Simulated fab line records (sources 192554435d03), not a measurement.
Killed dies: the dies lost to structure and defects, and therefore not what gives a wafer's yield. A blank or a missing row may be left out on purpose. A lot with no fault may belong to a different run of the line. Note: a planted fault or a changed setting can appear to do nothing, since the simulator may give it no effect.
Which tool was responsible?    flow n5_finfet    7 lots with 21 wafers sampled at 4 steps, on a route of 1938 steps

WHAT EACH GAUGE READ, for each wafer
N5_BEOL_M5_CD_MEAS_11 targets a cd of 27.74 nm.
lot   measured      on         cd_nm (nm)
L974  day 8 14:43   cd_sem-03  28.00 28.07 28.01
L977  day 9 03:02   cd_sem-01  28.08 27.46 28.03
L978  day 10 00:44  cd_sem-01  28.38 28.14 27.82
L981  day 10 05:56  cd_sem-03  27.66 27.69 27.58
L985  day 10 20:05  cd_sem-03  27.83 28.15 27.75
L987  day 11 15:52  cd_sem-02  - - -
L997  day 14 00:46  cd_sem-02  27.64 27.97 27.62

WHAT TOOL EACH LOT RAN ON (gives the tool, then ch and the chambers of the sampled wafers, and finally the start)
lot   N5_BEOL_M4_ANNEAL_91          N5_BEOL_M4_SPUTTER_94         N5_BEOL_M5_DEVELOP_10
L974  pvd_sputter-02, day 8 10:15   pvd_sputter-02, day 8 10:37   litho_track-05 ch 0, day 8 14:39
L977  pvd_sputter-03, day 8 21:16   pvd_sputter-03, day 8 21:37   litho_track-01 ch 0, day 9 02:58
L978  pvd_sputter-01, day 9 20:17   pvd_sputter-01, day 9 20:38   litho_track-01 ch 0, day 10 00:40
L981  pvd_sputter-02, day 9 22:33   pvd_sputter-02, day 9 22:55   litho_track-05 ch 0, day 10 05:52
L985  pvd_sputter-03, day 10 15:23  pvd_sputter-03, day 10 15:45  litho_track-02 ch 0, day 10 20:01
L987  pvd_sputter-01, day 11 10:19  pvd_sputter-01, day 11 10:40  litho_track-05, day 11 15:48
L997  pvd_sputter-03, day 13 19:47  pvd_sputter-03, day 13 20:08  litho_track-02 ch 0, day 14 00:42
- N5_BEOL_M4_ANNEAL_91: time 240 s.
- N5_BEOL_M4_SPUTTER_94: material Cu, target thk 4.5 nm, time 8.29 s.
- N5_BEOL_M5_DEVELOP_10: develop time 30 s.

THE ANSWER, worked out from the rows above alone
Rule: usual is defined by the lots themselves. Put in order of their means at a reading, lots are off if they are a third of the lots or fewer, leave a main group of 4 or more, and stand apart from it by a gap of 3 or more times the standard deviation of the main group's means; of several such gaps the widest counts. The tables above print the reading to a certain number of digits; a main group whose means all agree to those digits is not used. Also off: a lot with no number at a reading for which 4 or more lots have one. All remaining lots with rows at the step are treated as sound.
Off at N5_BEOL_M5_CD_MEAS_11 (cd_nm): L987. Without a number there: L987. The main group: mean 27.88 nm, standard deviation 0.16.
A tool fits if, at a process step before that reading, it ran every lot that is off, and no sound lot after the first of them. Gauges at N5_BEOL_M5_CD_MEAS_11: tried the same way as those tools. This does not decide it: 2 tools fit, namely pvd_sputter-01 at N5_BEOL_M4_ANNEAL_91 and N5_BEOL_M4_SPUTTER_94 and litho_track-05 at N5_BEOL_M5_DEVELOP_10.

WHAT THE SIMULATOR HAD INSERTED
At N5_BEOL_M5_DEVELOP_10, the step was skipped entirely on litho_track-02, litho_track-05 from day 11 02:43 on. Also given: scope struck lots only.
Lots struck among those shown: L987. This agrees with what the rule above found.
